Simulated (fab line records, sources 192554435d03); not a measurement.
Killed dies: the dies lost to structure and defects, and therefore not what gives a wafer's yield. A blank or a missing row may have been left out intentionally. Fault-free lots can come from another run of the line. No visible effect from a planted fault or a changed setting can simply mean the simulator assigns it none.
Matching of chambers / flow n5_finfet / 4 sister chambers for N5_SD_EPI_P_ETCH_37 on rie_diel-05
The step etches SOC in N2/H2, overetch 108 nm, time 486 s. 8 wafers are shown with their chamber, then 10 later ones without.

## EACH WAFER AND ITS CHAMBER
wafer=L081.6; chamber=3; drypump_motor_current_A (A)=5.5; throttle_valve_pct (%)=24.1
wafer=L086.2; chamber=3; drypump_motor_current_A (A)=5.5; throttle_valve_pct (%)=24.2
wafer=L087.6; chamber=2; drypump_motor_current_A (A)=5.7; throttle_valve_pct (%)=23.6
wafer=L089.1; chamber=1; drypump_motor_current_A (A)=5.5; throttle_valve_pct (%)=23.3
wafer=L089.3; chamber=2; drypump_motor_current_A (A)=5.7; throttle_valve_pct (%)=23.6
wafer=L089.5; chamber=0; drypump_motor_current_A (A)=6.4; throttle_valve_pct (%)=24.2
wafer=L091.2; chamber=0; drypump_motor_current_A (A)=6.4; throttle_valve_pct (%)=24.2
wafer=L091.4; chamber=1; drypump_motor_current_A (A)=5.4; throttle_valve_pct (%)=23.3

## WAFERS WITHOUT THEIR CHAMBER
wafer=L091.6; drypump_motor_current_A (A)=5.7; throttle_valve_pct (%)=23.6
wafer=L092.1; drypump_motor_current_A (A)=6.4; throttle_valve_pct (%)=24.2
wafer=L092.2; drypump_motor_current_A (A)=5.4; throttle_valve_pct (%)=23.3
wafer=L092.3; drypump_motor_current_A (A)=5.7; throttle_valve_pct (%)=23.6
wafer=L094.1; drypump_motor_current_A (A)=5.8; throttle_valve_pct (%)=23.6
wafer=L094.4; drypump_motor_current_A (A)=6.4; throttle_valve_pct (%)=24.2
wafer=L094.5; drypump_motor_current_A (A)=5.5; throttle_valve_pct (%)=23.3
wafer=L097.3; drypump_motor_current_A (A)=5.7; throttle_valve_pct (%)=23.6
wafer=L097.4; drypump_motor_current_A (A)=5.5; throttle_valve_pct (%)=24.2
wafer=L097.5; drypump_motor_current_A (A)=5.5; throttle_valve_pct (%)=24.2

## CHAMBER TAKEN BY EACH
wafer=L091.6; from the rows above=2; in truth=2
wafer=L092.1; from the rows above=0; in truth=0
wafer=L092.2; from the rows above=1; in truth=1
wafer=L092.3; from the rows above=2; in truth=2
wafer=L094.1; from the rows above=2; in truth=2
wafer=L094.4; from the rows above=0; in truth=0
wafer=L094.5; from the rows above=1; in truth=1
wafer=L097.3; from the rows above=2; in truth=2
wafer=L097.4; from the rows above=3; in truth=3
wafer=L097.5; from the rows above=3; in truth=3
Placed correctly: 10 of 10. Left unplaced by these rows: 0. Wrongly placed: 0.
How it was worked out, from the rows above alone: a wafer's distance from a chamber is the root of the sum, over the readings, of the square of ((its reading less the chamber's mean) divided by the reading's scatter). If the next closest chamber is less than 2 further off than the closest, the wafer can't be placed; otherwise it belongs to the closest. The mean given for a chamber averages the wafers shown for that chamber. The scatter: the root of (the sum of the squares of (reading less its chamber's mean) over the shown wafers, divided by (wafers less chambers)).
